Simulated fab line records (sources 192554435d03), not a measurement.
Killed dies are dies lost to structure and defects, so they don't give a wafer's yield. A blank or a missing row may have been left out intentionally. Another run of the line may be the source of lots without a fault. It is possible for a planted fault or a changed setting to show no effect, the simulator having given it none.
Chamber matching    flow n5-finfet    4 sister chambers for N5_SDB_ALD_29 on ald-sin-04
The step deposits SiNx, target thk 30 nm, pulse time 1 s, ald cycles 600. 4 wafers are shown with their chamber, then 8 later ones without.

## WAFERS PAIRED WITH THEIR CHAMBERS
wafer   chamber  heater-power-w (W)
L080.4  3        873
L084.5  0        712
L084.6  1        856
L091.1  2        907

## WAFERS WITH NO CHAMBER GIVEN
wafer   heater-power-w (W)
L091.4  828
L091.5  876
L092.1  843
L092.2  921
L092.3  890
L095.2  790
L095.4  862
L095.6  844

## CHAMBER TAKEN BY EACH
wafer   from the rows above                in truth
L091.4  can't be placed: 1 or 3 or 2       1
L091.5  can't be placed: 3 or 1 or 2       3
L092.1  can't be placed: 1 or 3 or 2       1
L092.2  can't be placed: 2 or 3 or 1       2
L092.3  can't be placed: 2 or 3 or 1       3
L095.2  can't be placed: 1 or 0 or 3 or 2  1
L095.4  can't be placed: 1 or 3 or 2       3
L095.6  can't be placed: 1 or 3 or 2       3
Correct placement for 0 of the 8. From these rows, 8 cannot be placed; in 8 the true chamber is one of the candidates. Placed wrongly: 0.
How it was worked out, from the rows above alone: a wafer's distance from a chamber is the root of the sum, over the readings, of the square of ((its reading less the chamber's mean) divided by the reading's scatter). If the next closest chamber is less than 2 further off than the closest, the wafer can't be placed; otherwise it belongs to the closest. A chamber's mean is the mean of its shown wafers. The scatter (one wafer shown for each chamber): square how far every hidden wafer sits from the nearest shown wafer, average those squares and take the square root.
